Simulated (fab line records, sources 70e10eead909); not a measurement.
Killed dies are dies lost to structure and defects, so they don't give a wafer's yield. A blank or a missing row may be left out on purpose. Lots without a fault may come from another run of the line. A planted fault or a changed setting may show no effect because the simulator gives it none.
Which tool did it? | flow nand_harc | 12 lots, 36 wafers sampled, at 5 steps of a route of 1302

WHAT THE GAUGES READ, wafer by wafer
NHARC_END_SORT_01.
lot  | measured     | on        | defect_limited_yield (%) | killed_at_array | killed_at_other | killed_at_periphery | killed_dies | killed_open | killed_short
L593 | day 30 16:12 | prober-02 | 85 84 80                 | 94 104 83       | 1 0 0           | 6 5 52              | 101 109 135 | 5 4 0       | 3 1 3

WHICH TOOL RAN EACH LOT (tool, then ch and the chambers of the sampled wafers, then the start)
lot  | NHARC_P_M1_ETCH_28                 | NHARC_THIN_TSV_DESCUM_14           | NHARC_THIN_TSV_ETCH_15           | NHARC_THIN_TSV_DEGAS_53
L580 | rie_diel-12 ch 0,1,2, day 6 10:16  | rie_diel-04 ch 1,2, day 23 21:16   | rie_si-04 ch 0,1,3, day 23 21:56 | pvd_sputter-02, day 24 01:56
L579 | rie_diel-12 ch 0,1,2, day 6 11:04  | rie_diel-05 ch 0,1,2, day 23 18:28 | rie_si-06 ch 0,2, day 23 19:07   | pvd_sputter-01, day 23 23:03
L581 | rie_diel-02 ch 0,1,3, day 7 02:52  | rie_diel-12 ch 0,1,3, day 24 09:46 | rie_si-04 ch 0,1,3, day 24 10:26 | pvd_sputter-03, day 24 14:22
L582 | rie_diel-01 ch 0,2,3, day 7 10:30  | rie_diel-12 ch 0,3, day 24 07:56   | rie_si-04 ch 0,2, day 24 08:35   | pvd_sputter-03, day 24 12:31
L583 | rie_diel-01 ch 0,3, day 7 18:35    | rie_diel-05 ch 0,1,2, day 24 22:47 | rie_si-04 ch 0,3, day 24 23:27   | pvd_sputter-02, day 25 03:27
L585 | rie_diel-02 ch 1,2,3, day 8 12:59  | rie_diel-05 ch 0,1,2, day 25 07:05 | rie_si-06 ch 0,2,3, day 25 07:44 | pvd_sputter-03, day 25 11:46
L588 | rie_diel-02 ch 0,1,3, day 9 20:58  | rie_diel-05 ch 0,1,3, day 27 04:08 | rie_si-06 ch 0,1, day 27 04:47   | pvd_sputter-03, day 27 08:43
L589 | rie_diel-01 ch 1,2,3, day 10 11:14 | rie_diel-05 ch 0,1,3, day 28 02:33 | rie_si-04 ch 0,2,3, day 28 03:13 | pvd_sputter-02, day 28 07:13
L590 | rie_diel-12 ch 0,1,2, day 10 19:14 | rie_diel-12 ch 2,3, day 29 00:25   | rie_si-03 ch 2,3, day 29 01:05   | pvd_sputter-01, day 29 05:01
L592 | rie_diel-01 ch 1,2, day 11 15:13   | rie_diel-05 ch 0,1,2, day 29 00:35 | rie_si-06 ch 0,1,3, day 29 01:14 | pvd_sputter-03, day 29 05:16
L591 | rie_diel-01 ch 0,1,2, day 11 16:13 | rie_diel-04 ch 1,2,3, day 29 21:07 | rie_si-03 ch 0,1,3, day 29 21:46 | pvd_sputter-01, day 30 01:41
L593 | rie_diel-01 ch 1,2,3, day 12 05:32 | rie_diel-12 ch 0,2,3, day 29 23:39 | rie_si-06 ch 0,1, day 30 00:19   | pvd_sputter-03, day 30 04:14
- NHARC_P_M1_ETCH_28: etches the open film in CF4/N2, target depth 30 nm, time 72.99 s.
- NHARC_THIN_TSV_DESCUM_14: chemistry O2, time 3 s.
- NHARC_THIN_TSV_ETCH_15: target depth 3000 nm, bosch target overetch cycles 2, bosch etch step 2.8 s.
- NHARC_THIN_TSV_DEGAS_53: time 60 s.

WHAT THE TOOLS THEMSELVES READ (means of the sampled wafers that have a number; where no wafer has one, the mark that the record gives instead)
NHARC_P_M1_ETCH_28.
lot  | tool        | drypump_motor_current_A (A) | oes_product_au (a.u.) | rf_vpp_V (V) | showerhead_plenum_p_Torr (Torr) | throttle_valve_pct (%)
L580 | rie_diel-12 | 5.3                         | 1.002                 | 312.4        | 2.54                            | 19.787
L579 | rie_diel-12 | 5.4                         | 1.008                 | 312.7        | 2.54                            | 19.798
L581 | rie_diel-02 | 5.8                         | 0.997                 | 313.5        | 2.58                            | 19.788
L582 | rie_diel-01 | 6.0                         | 1.011                 | 313.4        | 2.61                            | 19.797
L583 | rie_diel-01 | 5.8                         | 1.014                 | 313.5        | 2.65                            | 19.789
L585 | rie_diel-02 | 5.9                         | 1.003                 | 313.8        | 2.57                            | 19.791
L588 | rie_diel-02 | 5.8                         | 0.989                 | 312.5        | 2.57                            | 19.794
L589 | rie_diel-01 | 6.1                         | 0.985                 | 314.5        | 2.64                            | 19.794
L590 | rie_diel-12 | 5.4                         | 1.011                 | 312.8        | 2.53                            | 19.789
L592 | rie_diel-01 | 6.5                         | 0.992                 | 313.7        | 2.62                            | 19.795
L591 | rie_diel-01 | 6.3                         | 1.001                 | 312.5        | 2.60                            | 19.794
L593 | rie_diel-01 | 6.1                         | 0.993                 | 314.5        | 2.63                            | 19.793

NHARC_THIN_TSV_DESCUM_14.
lot  | tool        | drypump_motor_current_A (A) | oes_product_au (a.u.) | rf_vpp_V (V) | showerhead_plenum_p_Torr (Torr) | throttle_valve_pct (%)
L580 | rie_diel-04 | 5.5                         | 1.010                 | 58.1         | 1.92                            | 11.304
L579 | rie_diel-05 | 5.6                         | 0.994                 | 58.3         | 2.02                            | 11.314
L581 | rie_diel-12 | 5.4                         | 1.014                 | 57.5         | 1.81                            | 11.311
L582 | rie_diel-12 | 5.4                         | 1.021                 | 57.6         | 1.79                            | 11.320
L583 | rie_diel-05 | 5.6                         | 0.997                 | 59.0         | 2.02                            | 11.311
L585 | rie_diel-05 | 5.6                         | 0.997                 | 58.0         | 2.02                            | 11.304
L588 | rie_diel-05 | 5.6                         | 0.991                 | 58.1         | 1.97                            | 11.310
L589 | rie_diel-05 | 5.6                         | 1.001                 | 58.2         | 1.97                            | 11.303
L590 | rie_diel-12 | 5.5                         | 1.012                 | 57.5         | 1.84                            | 11.312
L592 | rie_diel-05 | 5.6                         | 0.987                 | 56.9         | 2.02                            | 11.300
L591 | rie_diel-04 | 5.8                         | 1.006                 | 57.3         | 1.90                            | 11.305
L593 | rie_diel-12 | 5.4                         | 1.015                 | 57.4         | 1.83                            | 11.313

NHARC_THIN_TSV_ETCH_15.
lot  | tool      | drypump_motor_current_A (A) | he_backside_leak_sccm (sccm)
L580 | rie_si-04 | 5.6                         | 2.65
L579 | rie_si-06 | 5.8                         | 2.49
L581 | rie_si-04 | 5.5                         | 2.79
L582 | rie_si-04 | 6.4                         | 2.69
L583 | rie_si-04 | 5.8                         | 2.70
L585 | rie_si-06 | 5.9                         | 2.56
L588 | rie_si-06 | 5.8                         | 2.66
L589 | rie_si-04 | 6.0                         | 2.64
L590 | rie_si-03 | 5.2                         | 2.76
L592 | rie_si-06 | 5.9                         | 2.65
L591 | rie_si-03 | 5.6                         | 2.59
L593 | rie_si-06 | 5.8                         | 2.55

NHARC_THIN_TSV_DEGAS_53.
lot  | tool           | heater_power_w (W)
L580 | pvd_sputter-02 | 452
L579 | pvd_sputter-01 | 468
L581 | pvd_sputter-03 | 424
L582 | pvd_sputter-03 | 502
L583 | pvd_sputter-02 | 457
L585 | pvd_sputter-03 | 455
L588 | pvd_sputter-03 | 427
L589 | pvd_sputter-02 | 485
L590 | pvd_sputter-01 | 495
L592 | pvd_sputter-03 | 460
L591 | pvd_sputter-01 | 467
L593 | pvd_sputter-03 | 458

THE ANSWER, worked out from the rows above alone
Rule: what is usual is taken from the lots themselves. Put in order of their means at a reading, lots are off if they are a third of the lots or fewer, leave a main group of 4 or more, and stand apart from it by a gap of 3 or more times the standard deviation of the main group's means; of several such gaps the widest counts. A main group whose means are all the same, to the digits that the tables above print for the reading, isn't used. A lot without any number at a reading at which 4 lots or more have one is off too. The other lots that the step has rows for count as sound. The gauges are gone through in route order, then the tools' own readings, and for those a lot's mean is taken as printed above. The first step at which some lot is off is used, and at that step the reading that is off furthest; a lot without a number counts as furthest.
No lot is off at any reading shown: from this, nothing can be told.

WHAT THE SIMULATOR HAD PUT IN
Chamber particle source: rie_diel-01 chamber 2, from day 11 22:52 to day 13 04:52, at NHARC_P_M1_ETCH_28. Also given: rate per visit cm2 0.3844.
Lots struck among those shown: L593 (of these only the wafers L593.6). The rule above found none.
